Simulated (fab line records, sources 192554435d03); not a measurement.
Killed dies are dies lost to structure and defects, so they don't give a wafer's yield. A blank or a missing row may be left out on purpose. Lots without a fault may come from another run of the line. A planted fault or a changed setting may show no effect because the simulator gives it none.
Chamber matching | flow n5_finfet | N5_BEOL_M12_ETCH_38 on rie_diel-06: 4 sister chambers
The step etches SiCN in CF4/N2, target depth 68.7 nm, time 73.4 s. 4 wafers are shown with their chamber, then 11 later ones without.

WAFERS WITH THEIR CHAMBER
wafer  | chamber | showerhead_plenum_p_Torr (Torr)
L084.5 | 2       | 2.12
L091.4 | 1       | 2.21
L091.6 | 3       | 2.12
L090.2 | 0       | 2.26

WAFERS WITHOUT THEIR CHAMBER
wafer  | showerhead_plenum_p_Torr (Torr)
L090.3 | 2.21
L090.4 | 2.12
L092.1 | 2.12
L092.2 | 2.26
L092.5 | 2.12
L094.2 | 2.11
L094.3 | 2.12
L094.4 | 2.21
L095.1 | 2.11
L095.4 | 2.12
L095.5 | 2.11

WHICH CHAMBER EACH WENT THROUGH
wafer  | from the rows above     | in truth
L090.3 | 1                       | 1
L090.4 | can't be placed: 2 or 3 | 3
L092.1 | can't be placed: 2 or 3 | 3
L092.2 | 0                       | 0
L092.5 | can't be placed: 2 or 3 | 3
L094.2 | can't be placed: 2 or 3 | 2
L094.3 | can't be placed: 2 or 3 | 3
L094.4 | 1                       | 1
L095.1 | can't be placed: 2 or 3 | 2
L095.4 | can't be placed: 2 or 3 | 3
L095.5 | can't be placed: 2 or 3 | 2
Placed correctly: 3 of 11. Can't be placed from these rows: 8 (the true chamber is among the candidates in 8). Placed wrongly: 0.
How it was worked out, from the rows above alone: a wafer's distance from a chamber is the root of the sum, over the readings, of the square of ((its reading less the chamber's mean) divided by the reading's scatter). The wafer belongs to the nearest chamber; if the next one is less than 2 further off, it can't be placed. A chamber's mean is the mean of its shown wafers. The scatter: with one shown wafer a chamber, the root of the mean of the squares of how far each hidden wafer lies from its nearest shown one.
